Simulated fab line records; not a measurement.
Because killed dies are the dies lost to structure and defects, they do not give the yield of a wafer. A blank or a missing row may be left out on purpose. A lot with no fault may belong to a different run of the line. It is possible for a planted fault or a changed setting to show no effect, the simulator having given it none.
fab line records    flow n5_finfet
record lots=9  wafers=27  last_day=17
route steps=1938 shown BEOL_M2@843 BEOL_M4@1111 PASSIVATION@1936
lots with no fault: from the same line, run without faults
start_h: start of the lot's first displayed wafer, in hours after the record's first day    wait_h: how many hours have passed since the lot's step before this one    " same as the row above    L1.1+2: a row that stands for several wafers    - no value, or no start given    * or withheld: withheld    < > ~ a bound
route shown NAME@n: a module of which the file shows steps, and the number in the route of the first    usual: mean/standard deviation of fault-free wafers    same: alike in all rows    chamber/n: place in a boat    sites: per-site readings    _std_site: the standard deviation of these    _edge_site: the outer-site mean with the inner-site mean subtracted    radius_mm: how far each site lies from the wafer's centre    mask NAME#n: copy n    behind: tool/chamber where the wafer was last shaped    hold: reason for holding the lot/hours on hold/outcome of the hold    device: whichever transistor did not switch (one of n, p or np)    end of line: at the end of the route, the tests of the same wafers    for a step that has no rows: nothing shown but its recipe    killed: dies that structure and defects cost at the first sort, which is not the same as the wafer's yield    map: a wafer's dies, x killed, . not, _ none there
set.NAME: setting as actually run; set.NAME@STEP: the setting as run at that earlier step    model.NAME: the simulator's own value behind a step, which no gauge read
route steps across a sampled set of lots; one table per step, one row per wafer
services: from which hour (start_h, from the record's first day; less than 0 if before it) a tool's chamber was out of use, for how many hours, and why
## steps
# step N5_BEOL_M2_PECVD_72
# recipe material=SiO2  target_thk_a=160  temp_c=400  precursor=TEOS/O2  pressure_torr=5.5  rf_w=450  teos_flow_sccm=53.8  gas=O2  flow_sccm=3000  time_s=18
# usual heater_power_w=674/52  showerhead_plenum_p_Torr=8.78/0.059  throttle_valve_pct=22.6/1.3
# same time_s=18
lot.wafer  tool      chamber  start_h  wait_h  heater_power_w  showerhead_plenum_p_Torr  throttle_valve_pct
L849.4     pecvd-02  0        128.65   0.1     646             8.68                      23.8
L849.5     "         1        "        "       580             8.80                      25.0
L849.6     "         2        "        "       602             8.72                      22.3
L850.1     pecvd-03  1        135.55   0.0     736             8.77                      22.4
L850.3     "         0        "        "       757             8.83                      21.1
L850.6     "         2        "        "       738             8.65                      21.5
L853.1     pecvd-03  0        156.13   0.0     752             8.85                      21.4
L853.3     "         1        "        "       639             8.79                      22.3
L853.5     "         0        "        "       734             8.87                      21.4
L856.3     pecvd-02  1        174.96   0.0     627             8.82                      24.7
L856.4     "         1        "        "       653             8.81                      24.9
L856.5     "         0        "        "       623             8.67                      23.9
L860.2     pecvd-02  0        200.24   0.0     704             8.69                      23.8
L860.4     "         0        "        "       694             8.69                      24.0
L860.5     "         1        "        "       615             8.84                      24.8
L866.1     pecvd-03  0        232.69   0.0     728             8.85                      21.5
L866.2     "         1        "        "       675             8.76                      22.3
L866.6     "         0        "        "       715             8.86                      21.4
L868.3     pecvd-03  0        252.75   0.0     637             8.85                      21.4
L868.4     "         1        "        "       612             8.78                      22.1
L868.6     "         2        "        "       763             8.69                      19.9
L872.2     pecvd-01  1        268.64   0.0     707             8.80                      24.4
L872.3     "         0        "        "       579             8.84                      23.0
L872.6     "         0        "        "       580             8.84                      22.8
L871.3     pecvd-03  0        276.97   0.0     616             8.83                      21.6
L871.4     "         1        "        "       736             8.77                      22.0
L871.6     "         0        "        "       601             8.84                      21.1
# step N5_BEOL_M2_CD_MEAS_11
# recipe target_cd_nm=16.79  landing_energy_ev=500  detector=se_inlens  polarity=opening
# usual cd_nm=16.69/0.21
lot.wafer  tool       chamber  start_h  wait_h  cd_nm
L849.4     cd_sem-03  0        129.59   -       16.64
L849.5     "          0        "        "       17.08
L849.6     "          0        "        "       16.78
L850.1     cd_sem-01  0        136.04   -       17.19
L850.3     "          0        "        "       16.56
L850.6     "          0        "        "       16.59
L853.1     cd_sem-03  0        156.84   -       16.37
L853.3     "          0        "        "       16.74
L853.5     "          0        "        "       16.39
L856.3     cd_sem-02  0        175.89   -       17.05
L856.4     "          0        "        "       16.74
L856.5     "          0        "        "       16.68
L860.2     cd_sem-01  0        200.85   -       16.82
L860.4     "          0        "        "       16.84
L860.5     "          0        "        "       16.47
L866.1     cd_sem-03  0        235.89   -       16.77
L866.2     "          0        "        "       16.92
L866.6     "          0        "        "       16.65
L868.3     cd_sem-02  0        253.75   -       16.74
L868.4     "          0        "        "       16.59
L868.6     "          0        "        "       16.66
L872.2     cd_sem-02  0        269.66   -       16.68
L872.3     "          0        "        "       16.82
L872.6     "          0        "        "       16.71
L871.3     cd_sem-02  0        278.04   -       16.37
L871.4     "          0        "        "       16.59
L871.6     "          0        "        "       16.69
# step N5_BEOL_M2_DESCUM_16
# recipe chemistry=O2  time_s=7  source_power_w=50  bias_power_w=20  pressure_mtorr=20  rf_frequency_hz=2.712e+07  temp_c=40  resist=CAR-EUV  o2_flow_sccm=225
# usual bias_power_w=20.00/0.058  drypump_motor_current_A=5.8/0.32  oes_product_au=0.78/0.078  rf_vpp_V=243.6/1.3  showerhead_plenum_p_Torr=2.12/0.065  temp_c=39.99/0.12  throttle_valve_pct=20.46/0.25
# same time_s=7
lot.wafer  tool         chamber  start_h  wait_h  bias_power_w  drypump_motor_current_A  oes_product_au  rf_hours_counter_h  rf_vpp_V  showerhead_plenum_p_Torr  temp_c  throttle_valve_pct
L849.4     rie_diel-03  3        129.71   0.0     19.95         5.5                      0.74            164                 242.5     2.09                      40.11   20.77
L849.5     "            3        "        "       20.02         5.5                      0.73            -                   243.2     2.09                      40.07   20.77
L849.6     "            0        "        "       19.97         5.7                      0.68            -                   244.5     2.16                      40.08   20.71
L850.1     rie_diel-05  3        136.17   0.0     20.07         5.8                      0.86            39                  242.5     2.05                      39.89   20.35
L850.3     "            1        "        "       20.00         5.5                      0.73            171                 243.4     2.18                      39.80   20.50
L850.6     "            1        "        "       20.03         5.5                      0.72            -                   243.4     2.18                      39.96   20.51
L853.1     rie_diel-05  2        156.97   0.0     20.03         5.5                      0.87            45                  245.0     2.13                      40.14   20.34
L853.3     "            3        "        "       19.95         5.8                      0.86            45                  243.2     2.05                      40.10   20.36
L853.5     "            3        "        "       20.00         5.8                      0.85            -                   241.7     2.05                      40.11   20.35
L856.3     rie_diel-04  0        176.01   0.0     19.95         6.2                      0.71            226                 245.8     2.17                      40.05   20.58
L856.4     "            3        "        "       20.02         6.3                      0.74            176                 242.9     2.08                      40.07   20.67
L856.5     "            2        "        "       20.02         6.0                      0.75            -                   243.4     2.08                      40.16   20.76
L860.2     rie_diel-05  3        200.97   0.0     19.99         5.8                      0.83            60                  242.8     2.04                      40.07   20.36
L860.4     "            1        "        "       19.98         5.5                      0.70            193                 244.7     2.17                      39.85   20.54
L860.5     "            1        "        "       20.01         5.5                      0.70            -                   243.6     2.17                      39.96   20.53
L866.1     rie_diel-05  0        236.01   0.0     20.12         5.6                      0.85            56                  245.5     2.21                      39.91   20.11
L866.2     "            2        "        "       20.00         5.5                      0.83            73                  243.5     2.12                      40.15   20.38
L866.6     "            3        "        "       20.00         5.8                      0.82            -                   241.9     2.04                      40.17   20.40
L868.3     rie_diel-05  1        254.18   0.3     20.07         5.5                      0.68            213                 244.1     2.16                      39.94   20.57
L868.4     "            2        "        "       19.97         5.5                      0.83            79                  244.2     2.12                      39.89   20.38
L868.6     "            0        "        "       20.10         5.6                      0.83            -                   245.2     2.21                      39.93   20.12
L872.2     rie_diel-04  3        269.78   0.0     20.02         6.2                      0.72            211                 242.0     2.07                      39.96   20.73
L872.3     "            1        "        "       19.94         6.4                      0.93            22                  242.9     2.14                      39.91   20.42
L872.6     "            2        "        "       19.98         6.1                      0.72            -                   244.0     2.07                      39.92   20.80
L871.3     rie_diel-03  0        278.36   0.2     20.02         5.7                      0.97            11                  243.0     2.15                      39.94   20.40
L871.4     "            2        "        "       20.04         5.8                      0.84            84                  244.1     2.21                      39.73   20.19
L871.6     "            1        "        "       19.89         5.4                      0.72            -                   242.0     1.99                      39.87   20.07
# step N5_BEOL_M2_ETCH_64
# recipe chemistry=N2/H2  target=SOC  target_depth_a=750  overetch_a=225  mask_material=SiARC  temp_c=40  time_s=121.9  ion_energy_ev=200  pressure_mtorr=30  source_w=840  bias_w=150  n2_flow_sccm=200  h2_flow_sccm=200
# usual bias_w=150.0/0.39  drypump_motor_current_A=5.8/0.33  oes_product_au=0.59/0.056  rf_vpp_V=524.7/2.2  showerhead_plenum_p_Torr=2.58/0.078  temp_c=39.99/0.11  throttle_valve_pct=17.8/0.3
# same time_s=121.9
lot.wafer  tool         chamber  start_h  wait_h  bias_w  drypump_motor_current_A  oes_product_au  rf_hours_counter_h  rf_vpp_V  showerhead_plenum_p_Torr  temp_c  throttle_valve_pct
L849.4     rie_diel-03  3        129.78   0.0     150.6   5.6                      0.56            164                 523.1     2.54                      40.02   18.1
L849.5     "            3        "        "       150.4   5.5                      0.56            -                   523.1     2.54                      40.11   18.1
L849.6     "            0        "        "       150.0   5.7                      0.53            -                   527.4     2.62                      39.98   18.1
L850.1     rie_diel-05  3        136.25   0.0     150.4   5.8                      0.66            39                  522.5     2.47                      40.00   17.6
L850.3     "            1        "        "       149.7   5.5                      0.55            171                 526.2     2.65                      39.92   17.9
L850.6     "            1        "        "       148.7   5.5                      0.55            -                   525.4     2.65                      40.05   17.9
L853.1     rie_diel-05  2        157.05   0.0     149.7   5.5                      0.65            45                  525.4     2.58                      39.61   17.6
L853.3     "            3        "        "       149.7   5.9                      0.65            45                  522.7     2.47                      40.15   17.6
L853.5     "            3        "        "       149.5   5.8                      0.64            -                   523.0     2.47                      40.03   17.6
L856.3     rie_diel-04  0        176.09   0.0     150.0   6.3                      0.54            226                 526.7     2.62                      39.97   17.9
L856.4     "            3        "        "       150.1   6.3                      0.57            176                 523.5     2.53                      39.97   18.1
L856.5     "            2        "        "       149.9   6.1                      0.57            -                   522.8     2.55                      39.96   18.3
L860.2     rie_diel-05  3        201.05   0.0     149.6   5.8                      0.62            60                  523.1     2.46                      40.20   17.6
L860.4     "            1        "        "       150.3   5.5                      0.53            193                 525.2     2.64                      40.09   18.0
L860.5     "            1        "        "       149.7   5.5                      0.53            -                   524.5     2.64                      40.06   18.0
L866.1     rie_diel-05  0        236.09   0.0     150.6   5.7                      0.63            56                  526.9     2.68                      40.00   17.4
L866.2     "            2        "        "       203.0   5.5                      0.62            73                  632.8     2.57                      40.00   17.7
L866.6     "            3        "        "       150.1   5.8                      0.62            -                   521.1     2.46                      39.91   17.6
L868.3     rie_diel-05  1        254.26   0.0     150.2   5.5                      0.53            213                 525.7     2.63                      39.95   18.0
L868.4     "            2        "        "       201.7   5.5                      0.62            79                  633.5     2.56                      39.89   17.7
L868.6     "            0        "        "       150.4   5.6                      0.63            -                   527.1     2.68                      39.94   17.4
L872.2     rie_diel-04  3        269.86   0.0     149.1   6.3                      0.55            211                 523.4     2.52                      39.84   18.1
L872.3     "            1        "        "       150.0   6.5                      0.70            22                  524.3     2.60                      39.96   17.7
L872.6     "            2        "        "       150.1   6.1                      0.56            -                   522.1     2.53                      40.02   18.4
L871.3     rie_diel-03  0        278.44   0.0     150.3   5.6                      0.72            11                  525.4     2.60                      39.98   17.7
L871.4     "            2        "        "       149.9   5.8                      0.63            84                  528.3     2.67                      40.05   17.5
L871.6     "            1        "        "       149.4   5.5                      0.55            -                   519.0     2.42                      40.00   17.5
# step N5_BEOL_M4_RC_MEAS_101
# usual DIBL_N=35.9/1.3  DIBL_P=35.9/1.6  IOFF_N=0.156/0.022  IOFF_P=0.205/0.023  ION_N=675/9  ION_P=463/5.6  SS_N=71.4/0.57  SS_P=73.1/0.52  VT_N=249.7/2.8  VT_P=-250.2/2.5
lot.wafer  tool       chamber  start_h  wait_h  DIBL_N[mV/V]  DIBL_P[mV/V]  IOFF_N[nA/um]  IOFF_P[nA/um]  ION_N[uA/um]  ION_P[uA/um]  SS_N[mV/dec]  SS_P[mV/dec]  VT_N[mV]  VT_P[mV]
L849.4     prober-01  0        155.94   0.5     36.1          36.4          0.151          0.213          667           467           70.4          73.2          251.6     -249.9
L849.5     "          0        "        "       36.0          36.6          0.157          0.220          686           468           71.2          73.6          250.6     -249.2
L849.6     "          0        "        "       36.9          37.0          0.162          0.223          670           463           71.6          73.7          251.5     -249.0
L850.1     prober-02  0        172.14   0.0     35.6          34.2          0.159          0.222          675           464           71.5          73.0          246.2     -248.6
L850.3     "          0        "        "       35.5          34.0          0.150          0.217          666           461           72.1          72.8          250.6     -248.1
L850.6     "          0        "        "       35.9          33.5          0.156          0.207          667           457           71.5          72.6          248.4     -250.1
L853.1     prober-01  0        197.44   0.0     35.5          36.9          0.157          0.188          677           460           70.8          73.3          249.9     -252.9
L853.3     "          0        "        "       36.9          38.7          0.190          0.218          691           466           71.9          73.0          248.4     -249.9
L853.5     "          0        "        "       37.6          39.1          0.204          0.226          688           459           72.4          73.5          246.2     -252.3
L856.3     prober-02  0        205.60   0.3     34.7          35.5          0.136          0.218          673           467           71.1          72.3          249.2     -247.6
L856.4     "          0        "        "       37.3          38.2          0.170          0.266          675           472           72.1          73.3          248.7     -243.5
L856.5     "          0        "        "       35.3          35.8          0.142          0.223          679           474           71.8          72.5          250.7     -248.0
L860.2     prober-01  0        229.67   0.2     35.9          36.0          0.162          0.199          670           461           71.2          72.5          247.1     -250.7
L860.4     "          0        "        "       35.2          35.3          0.151          0.188          678           465           71.4          72.7          245.8     -251.3
L860.5     "          0        "        "       35.7          35.8          0.155          0.194          670           462           71.5          73.0          246.7     -252.4
L866.1     prober-02  0        272.72   0.0     38.3          37.3          0.176          0.246          678           469           70.9          73.8          249.1     -246.2
L866.2     "          0        "        "       36.2          35.6          0.139          0.225          664           472           70.7          73.2          250.8     -244.7
L866.6     "          0        "        "       36.1          36.0          0.146          0.226          672           473           71.4          72.6          249.6     -248.5
L868.3     prober-01  0        293.60   0.3     35.7          37.2          0.150          0.185          666           457           71.5          72.9          252.0     -253.1
L868.4     "          0        "        "       35.8          37.6          0.152          0.198          665           459           71.9          73.2          249.6     -253.4
L868.6     "          0        "        "       34.8          36.8          0.139          0.183          665           456           71.7          72.6          252.1     -254.4
L872.2     prober-02  0        298.43   0.2     38.9          38.9          0.200          0.240          683           463           71.4          74.7          246.9     -249.0
L872.3     "          0        "        "       38.1          36.9          0.182          0.209          680           460           71.7          73.5          248.8     -250.7
L872.6     "          0        "        "       37.4          36.3          0.172          0.203          680           462           71.7          73.1          250.2     -252.5
L871.3     prober-01  0        314.45   0.3     34.8          33.5          0.121          0.176          667           466           71.0          72.4          252.6     -252.6
L871.4     "          0        "        "       35.9          35.1          0.141          0.204          671           468           71.4          73.3          251.9     -248.8
L871.6     "          0        "        "       35.1          33.4          0.122          0.179          669           464           70.9          73.0          252.8     -248.2
# step N5_PASSIVATION_PROBE_49
# usual defect_limited_yield=91.3/1.4  killed_at_M0_to_M3=35/11  killed_at_M4_up=14/5.4  killed_at_contacts=12/6.2  killed_at_front_end=38/11  killed_at_other=4.1/2.8  killed_dies=103/17  killed_on_rim=13/4  killed_open=66/13  killed_short=34/8.2  sort_bin_5_function=5.1/0.89  sort_bin_6_memory=3.3/0.72  sort_n_pass=1077/17  sort_yield_pct=91.3/1.4
# same gross_dies=1180  killed_at_back_side=0  sort_bin_4_leakage[%]=0  sort_bin_8_speed[%]=0
lot.wafer  tool       chamber  start_h  wait_h  defect_limited_yield[%]  killed_at_M0_to_M3  killed_at_M4_up  killed_at_contacts  killed_at_front_end  killed_at_other  killed_dies  killed_on_rim  killed_open  killed_short  sort_bin_5_function[%]  sort_bin_6_memory[%]  sort_n_pass  sort_yield_pct[%]
L849.4     prober-02  -        252.27   0.2     93.1                     27                  10               3                   39                   3                82           14             56           23            3.9                     2.9                   1098         93.1
L849.5     prober-02  -        252.32   0.2     93.6                     26                  14               7                   27                   2                76           16             42           32            3.3                     2.7                   1104         93.6
L849.6     prober-02  -        252.37   0.3     94.3                     21                  12               3                   28                   3                67           9              30           32            3.4                     2.2                   1113         94.3
L850.1     prober-02  -        266.51   0.0     90.9                     39                  23               16                  28                   1                107          15             77           28            4.9                     3.7                   1073         90.9
L850.3     prober-02  -        266.61   0.1     87.8                     57                  21               13                  48                   5                144          20             93           47            7.2                     4.4                   1036         87.8
L850.6     prober-02  -        266.76   0.3     90.8                     30                  19               10                  48                   2                109          17             75           26            5.6                     3.5                   1071         90.8
L853.1     prober-01  -        294.22   0.6     92.7                     29                  7                10                  34                   6                86           8              61           21            4.3                     2.8                   1094         92.7
L853.3     prober-01  -        294.32   0.7     92.4                     32                  13               9                   35                   1                90           15             65           20            4.3                     3.1                   1090         92.4
L853.5     prober-01  -        294.42   0.8     92.3                     32                  11               4                   36                   8                91           12             62           26            4.7                     3.0                   1089         92.3
L856.3     prober-01  -        306.74   0.1     88.1                     54                  28               29                  28                   2                141          24             95           40            7.3                     4.2                   1039         88.1
L856.4     prober-01  -        306.79   0.2     89.6                     48                  18               17                  32                   8                123          20             80           41            5.9                     3.7                   1057         89.6
L856.5     prober-01  -        306.84   0.2     88.9                     47                  24               11                  42                   7                131          17             89           38            6.3                     4.6                   1049         88.9
L860.2     prober-01  -        342.72   0.1     92.5                     24                  17               4                   40                   4                89           12             63           25            5.1                     1.9                   1091         92.5
L860.4     prober-01  -        342.82   0.2     89.0                     35                  35               13                  41                   6                130          17             89           39            6.4                     4.2                   1050         89.0
L860.5     prober-01  -        342.87   0.2     90.6                     44                  10               10                  46                   1                111          14             79           30            6.5                     2.6                   1069         90.6
L866.1     prober-01  -        383.29   0.0     92.0                     48                  13               4                   25                   4                94           15             61           32            5.1                     2.4                   1086         92.0
L866.2     prober-01  -        383.34   0.1     93.1                     29                  17               3                   30                   2                81           12             58           22            4.7                     2.1                   1099         93.1
L866.6     prober-01  -        383.54   0.3     91.8                     37                  18               2                   38                   2                97           13             65           28            4.3                     3.7                   1083         91.8
L872.2     prober-02  -        409.01   0.1     91.2                     40                  16               7                   39                   2                104          13             56           48            5.2                     3.6                   1076         91.2
L872.3     prober-02  -        409.06   0.1     92.6                     34                  20               14                  17                   2                87           9              62           25            3.7                     3.2                   1093         92.6
L872.6     prober-02  -        409.21   0.3     92.9                     25                  13               7                   35                   4                84           12             52           32            4.8                     1.9                   1096         92.9
L868.3     prober-02  -        411.05   0.1     90.2                     33                  14               13                  55                   1                116          15             80           34            5.9                     3.6                   1064         90.2
L868.4     prober-02  -        411.10   0.2     89.6                     25                  11               15                  71                   1                123          21             86           34            5.6                     4.5                   1057         89.6
L868.6     prober-02  -        411.20   0.3     88.9                     62                  9                12                  48                   0                131          12             91           37            6.4                     4.6                   1049         88.9
L871.3     prober-01  -        414.22   0.1     92.0                     44                  21               7                   17                   5                94           6              62           29            4.6                     2.8                   1086         92.0
L871.4     prober-01  -        414.27   0.2     91.4                     41                  17               4                   34                   6                102          8              66           34            4.7                     3.9                   1078         91.4
L871.6     prober-01  -        414.37   0.3     90.5                     53                  17               7                   34                   1                112          17             76           35            6.2                     3.3                   1068         90.5
# killed by level:class
L849.4 DUMMY_GATE:geometric_particle:open=8 BEOL_M0_SAQP:geometric_particle:open=7 FIN_SAQP:geometric_particle:open=6 FIN_SAQP:geometric_particle:short=6 STI_FIN_REVEAL:geometric_particle:open=6 BEOL_M3:geometric_particle:open=6 BEOL_M0_SAQP:geometric_particle:short=5 GATE_CUT:geometric_particle:short=4
L849.5 BEOL_M2:geometric_particle:open=7 BEOL_M0_SAQP:geometric_particle:short=6 BEOL_M4:geometric_particle:short=5 FIN_SAQP:geometric_particle:open=4 FIN_SAQP:geometric_particle:short=4 MOL_CONTACT_COAG:geometric_particle:open=4 BEOL_M2:geometric_particle:short=3 BEOL_M3:geometric_particle:open=3
L849.6 BEOL_M0:geometric_particle:open=8 GATE_CUT:geometric_particle:short=6 ILD0:geometric_particle:short=4 BEOL_M0_SAQP:geometric_particle:short=4 STI_FIN_REVEAL:geometric_particle:open=3 DUMMY_GATE:geometric_particle:open=3 STI_FIN_REVEAL:geometric_particle:short=3 MOL_CONTACT_COAG:geometric_particle:open=3
L850.1 STI_FIN_REVEAL:geometric_particle:open=13 MOL_CONTACT_COAG:geometric_particle:open=13 BEOL_M4:geometric_particle:open=13 BEOL_M1:geometric_particle:open=9 BEOL_M2:geometric_particle:open=7 BEOL_M0_SAQP:geometric_particle:open=6 BEOL_M3:geometric_particle:open=6 STI_FIN_REVEAL:geometric_particle:short=4
L850.3 BEOL_M3:geometric_particle:open=13 STI_FIN_REVEAL:geometric_particle:open=11 MOL_CONTACT_COAG:geometric_particle:open=10 BEOL_M0_SAQP:geometric_particle:open=9 BEOL_M0_SAQP:geometric_particle:short=9 FIN_SAQP:geometric_particle:short=8 BEOL_M4:geometric_particle:open=8 BEOL_M1:geometric_particle:open=7
L850.6 STI_FIN_REVEAL:geometric_particle:open=18 MOL_CONTACT_COAG:geometric_particle:open=10 FIN_SAQP:geometric_particle:open=7 BEOL_M1:geometric_particle:open=7 FIN_SAQP:geometric_particle:short=6 BEOL_M0_SAQP:geometric_particle:short=5 BEOL_M4:geometric_particle:open=5 BEOL_M3:geometric_particle:open=4
L853.1 STI_FIN_REVEAL:geometric_particle:open=11 BEOL_M2:geometric_particle:open=7 MOL_CONTACT_COAG:geometric_particle:open=6 DUMMY_GATE:geometric_particle:open=6 BEOL_M3:geometric_particle:open=5 MOL_CONTACT_COAG:geometric_particle:short=4 FIN_SAQP:geometric_particle:open=3 STI_FIN_REVEAL:geometric_particle:short=3
L853.3 BEOL_M2:geometric_particle:open=10 MOL_CONTACT_COAG:geometric_particle:open=9 BEOL_M3:geometric_particle:open=8 STI_FIN_REVEAL:geometric_particle:open=7 BEOL_M4:geometric_particle:open=6 FIN_SAQP:geometric_particle:short=4 GATE_CUT:geometric_particle:short=4 GATE_CUT:geometric_particle:open=4
L853.5 BEOL_M2:geometric_particle:open=10 FIN_SAQP:geometric_particle:open=6 BEOL_M1:geometric_particle:open=6 STI_FIN_REVEAL:geometric_particle:open=5 GATE_CUT:geometric_particle:short=5 BEOL_M4:geometric_particle:open=5 FIN_SAQP:geometric_particle:short=4 MOL_CONTACT_COAG:geometric_particle:open=4
L856.3 MOL_CONTACT_COAG:geometric_particle:open=21 BEOL_M4:geometric_particle:open=17 BEOL_M0_SAQP:geometric_particle:open=16 BEOL_M0_SAQP:geometric_particle:short=12 MOL_CONTACT_COAG:geometric_particle:short=8 BEOL_M1:geometric_particle:open=8 STI_FIN_REVEAL:geometric_particle:open=7 FIN_SAQP:geometric_particle:short=4
L856.4 BEOL_M0_SAQP:geometric_particle:short=15 MOL_CONTACT_COAG:geometric_particle:open=13 BEOL_M0_SAQP:geometric_particle:open=10 BEOL_M3:geometric_particle:open=10 BEOL_M4:geometric_particle:open=10 FIN_SAQP:geometric_particle:open=8 STI_FIN_REVEAL:geometric_particle:open=8 GATE_CUT:geometric_particle:short=8
L856.5 FIN_SAQP:geometric_particle:short=12 BEOL_M0_SAQP:geometric_particle:open=12 MOL_CONTACT_COAG:geometric_particle:open=10 BEOL_M2:geometric_particle:open=10 BEOL_M3:geometric_particle:open=7 FIN_SAQP:geometric_particle:open=6 BEOL_M0_SAQP:geometric_particle:short=6 BEOL_M4:geometric_particle:open=6
L860.2 BEOL_M4:geometric_particle:open=10 STI_FIN_REVEAL:geometric_particle:open=9 FIN_SAQP:geometric_particle:short=8 BEOL_M2:geometric_particle:open=8 BEOL_M1:geometric_particle:open=6 DUMMY_GATE:geometric_particle:open=5 GATE_CUT:geometric_particle:open=4 BEOL_M4:geometric_particle:short=4
L860.4 BEOL_M4:geometric_particle:open=23 MOL_CONTACT_COAG:geometric_particle:open=11 STI_FIN_REVEAL:geometric_particle:open=9 BEOL_M0_SAQP:geometric_particle:open=9 BEOL_M0_SAQP:geometric_particle:short=9 GATE_CUT:geometric_particle:short=6 BEOL_M4:geometric_particle:short=6 BEOL_M3:geometric_particle:open=5
L860.5 STI_FIN_REVEAL:geometric_particle:open=21 BEOL_M3:geometric_particle:open=12 BEOL_M0_SAQP:geometric_particle:short=10 MOL_CONTACT_COAG:geometric_particle:open=9 FIN_SAQP:geometric_particle:short=7 BEOL_M2:geometric_particle:open=6 FIN_SAQP:geometric_particle:open=5 BEOL_M0_SAQP:geometric_particle:open=5
L866.1 BEOL_M3:geometric_particle:open=11 BEOL_M2:geometric_particle:open=9 BEOL_M0_SAQP:geometric_particle:open=7 BEOL_M1:geometric_particle:open=6 FIN_SAQP:geometric_particle:open=4 FIN_SAQP:geometric_particle:short=4 GATE_CUT:geometric_particle:open=4 GATE_CUT:geometric_particle:short=4
L866.2 BEOL_M2:geometric_particle:open=9 GATE_CUT:geometric_particle:open=7 GATE_CUT:geometric_particle:short=6 BEOL_M5:geometric_particle:open=6 FIN_SAQP:geometric_particle:open=4 BEOL_M0_SAQP:geometric_particle:open=4 BEOL_M1:geometric_particle:open=4 BEOL_M3:geometric_particle:open=4
L866.6 BEOL_M2:geometric_particle:open=12 BEOL_M0_SAQP:geometric_particle:open=8 GATE_CUT:geometric_particle:short=7 FIN_SAQP:geometric_particle:open=6 GATE_CUT:geometric_particle:open=6 BEOL_M4:geometric_particle:open=6 STI_FIN_REVEAL:geometric_particle:open=5 FIN_SAQP:geometric_particle:short=4
L872.2 BEOL_M0_SAQP:geometric_particle:short=15 FIN_SAQP:geometric_particle:short=9 FIN_SAQP:geometric_particle:open=7 BEOL_M0_SAQP:geometric_particle:open=7 ILD0:geometric_particle:short=6 MOL_CONTACT_COAG:geometric_particle:open=6 BEOL_M3:geometric_particle:open=6 STARTING-WAFER:geometric_particle:open=6
L872.3 MOL_CONTACT_COAG:geometric_particle:open=12 BEOL_M0_SAQP:geometric_particle:open=9 BEOL_M4:geometric_particle:open=9 BEOL_M2:geometric_particle:open=8 BEOL_M0_SAQP:geometric_particle:short=6 STI_FIN_REVEAL:geometric_particle:open=4 BEOL_M3:geometric_particle:open=4 STARTING-WAFER:geometric_particle:short=4
L872.6 STI_FIN_REVEAL:geometric_particle:open=7 BEOL_M4:geometric_particle:open=7 MOL_CONTACT_COAG:geometric_particle:open=6 STI_FIN_REVEAL:geometric_particle:short=5 GATE_CUT:geometric_particle:short=5 BEOL_M0_SAQP:geometric_particle:short=5 BEOL_M3:geometric_particle:open=5 BEOL_M0_SAQP:geometric_particle:open=4
L868.3 FIN_SAQP:geometric_particle:open=19 STI_FIN_REVEAL:geometric_particle:open=13 MOL_CONTACT_COAG:geometric_particle:open=10 BEOL_M1:geometric_particle:open=8 FIN_SAQP:geometric_particle:short=6 BEOL_M3:geometric_particle:open=6 STI_FIN_REVEAL:geometric_particle:short=5 BEOL_M3:geometric_particle:short=5
L868.4 FIN_SAQP:geometric_particle:open=23 STI_FIN_REVEAL:geometric_particle:open=15 MOL_CONTACT_COAG:geometric_particle:open=13 FIN_SAQP:geometric_particle:short=10 BEOL_M3:geometric_particle:open=9 STI_FIN_REVEAL:geometric_particle:short=6 DUMMY_GATE:geometric_particle:open=4 BEOL_M4:geometric_particle:open=4
L868.6 FIN_SAQP:geometric_particle:open=26 BEOL_M0_SAQP:geometric_particle:short=16 BEOL_M1:geometric_particle:open=15 BEOL_M0_SAQP:geometric_particle:open=11 BEOL_M3:geometric_particle:open=10 MOL_CONTACT_COAG:geometric_particle:open=9 FIN_SAQP:geometric_particle:short=6 STI_FIN_REVEAL:geometric_particle:open=3
L871.3 BEOL_M0_SAQP:geometric_particle:open=14 BEOL_M3:geometric_particle:open=12 BEOL_M0_SAQP:geometric_particle:short=11 BEOL_M4:geometric_particle:open=8 BEOL_M7:geometric_particle:open=7 MOL_CONTACT_COAG:geometric_particle:open=6 BEOL_M5:geometric_particle:open=4 STARTING-WAFER:geometric_particle:open=4
L871.4 BEOL_M0_SAQP:geometric_particle:short=17 FIN_SAQP:geometric_particle:open=15 BEOL_M0_SAQP:geometric_particle:open=10 BEOL_M3:geometric_particle:open=6 BEOL_M4:geometric_particle:open=6 STI_FIN_REVEAL:geometric_particle:open=5 BEOL_M5:geometric_particle:open=5 MOL_CONTACT_COAG:geometric_particle:open=3
L871.6 FIN_SAQP:geometric_particle:open=14 BEOL_M0_SAQP:geometric_particle:open=11 BEOL_M2:geometric_particle:open=11 BEOL_M3:geometric_particle:open=9 BEOL_M0_SAQP:geometric_particle:short=8 MOL_CONTACT_COAG:geometric_particle:open=7 BEOL_M3:geometric_particle:short=6 STI_FIN_REVEAL:geometric_particle:open=5
## services
tool         chamber  start_h  hours  kind
rie_diel-03  -        112.50   2.8    repair
rie_diel-04  2        116.92   6.0    repair
pecvd-03     -        126.99   0.5    repair
pecvd-01     -        166.23   6.0    pm
pecvd-01     -        176.61   1.2    repair
pecvd-03     1        193.83   5.5    scheduled_down
rie_diel-04  1        198.07   -      clean
rie_diel-04  1        198.07   -      consumable_replace:focus_ring
rie_diel-04  1        198.07   16.8   scheduled_down
rie_diel-04  1        198.07   16.8   vent_cycle
pecvd-03     2        198.64   13.5   repair
pecvd-03     2        212.18   -      clean
pecvd-03     2        212.18   -      consumable_replace:showerhead
pecvd-03     2        212.18   29.0   scheduled_down
pecvd-03     2        212.18   29.0   vent_cycle
rie_diel-05  0        219.57   8.4    repair
rie_diel-03  0        230.47   -      clean
rie_diel-05  2        241.26   2.6    repair
rie_diel-05  0        255.58   11.1   repair
rie_diel-04  0        266.18   6.3    repair
pecvd-03     1        266.26   5.0    scheduled_down
pecvd-02     -        274.24   0.2    repair
pecvd-02     -        274.66   5.5    pm
pecvd-01     1        277.97   7.5    repair
## key
first_sign step=N5_BEOL_M2_ETCH_64  reading=bias_w  direction=up  sigmas=99+  usual=*  struck=*
effect step=N5_BEOL_M2_ETCH_64  reading=rf_vpp_V  direction=up  sigmas=49  usual=524.7  struck=633.2
met_at N5_BEOL_M2_ETCH_64
struck_lots L866,L868
struck_wafers L866.2,L868.4
not_acting_at N5_BEOL_M2_PECVD_72,N5_BEOL_M2_CD_MEAS_11,N5_BEOL_M2_DESCUM_16
onset_between 157.05 236.09
fault kind=process_parameter_drift  tool=rie_diel-05  chamber=2  onset_h=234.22  steps=N5_BEOL_M2_ETCH_64  channel=bias_w  offset=*  shape=step  end_h=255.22  acts_in=*  stated=*
